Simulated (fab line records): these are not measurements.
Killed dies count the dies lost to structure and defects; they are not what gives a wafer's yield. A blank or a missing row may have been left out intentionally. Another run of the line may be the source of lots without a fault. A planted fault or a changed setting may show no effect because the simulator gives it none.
Matching of chambers	flow n5-finfet	4 sister chambers for N5_BEOL_M11_CMP_52 on cmp-03
The step polishes, stops on SiCOH lowk, t overpolish 7 s, target thk 140 nm. 8 wafers are shown with their chamber, then 7 later ones without.

## WAFERS, EACH WITH ITS CHAMBER
wafer	chamber	motor-current-A (A)	time-to-endpoint-s (s)
L075.3	1	5.3	62
L078.3	2	6.2	64
L080.4	1	5.6	64
L086.2	0	5.6	67
L086.3	3	5.7	69
L090.3	0	5.5	68
L090.4	3	5.7	63
L092.1	2	6.0	72

## WAFERS WHOSE CHAMBER IS MISSING
wafer	motor-current-A (A)	time-to-endpoint-s (s)
L092.2	6.1	71
L092.3	5.6	68
L095.1	5.3	69
L095.2	5.8	68
L095.3	5.6	68
L094.2	5.5	65
L094.4	5.5	68

## THE CHAMBER EACH PASSED THROUGH
wafer	from the rows above	in truth
L092.2	2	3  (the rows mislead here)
L092.3	can't be placed: 0 or 3 or 1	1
L095.1	can't be placed: 0 or 1 or 3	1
L095.2	can't be placed: 3 or 0 or 2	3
L095.3	can't be placed: 0 or 3 or 1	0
L094.2	can't be placed: 1 or 0 or 3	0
L094.4	can't be placed: 0 or 1 or 3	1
Correct placement for 0 of the 7. Can't be placed from these rows: 6 (the true chamber is among the candidates in 6). Number placed wrongly: 1.
How it was worked out, from the rows above alone: a wafer's distance from a chamber is the root of the sum, over the readings, of the square of ((its reading less the chamber's mean) divided by the reading's scatter). If the next closest chamber is less than 2 further off than the closest, the wafer can't be placed; otherwise it belongs to the closest. For every chamber, the mean is computed from those of its wafers that are shown. The scatter is the square root of a quotient: the sum, over the shown wafers, of each reading's squared deviation from its chamber's mean, divided by wafers minus chambers.
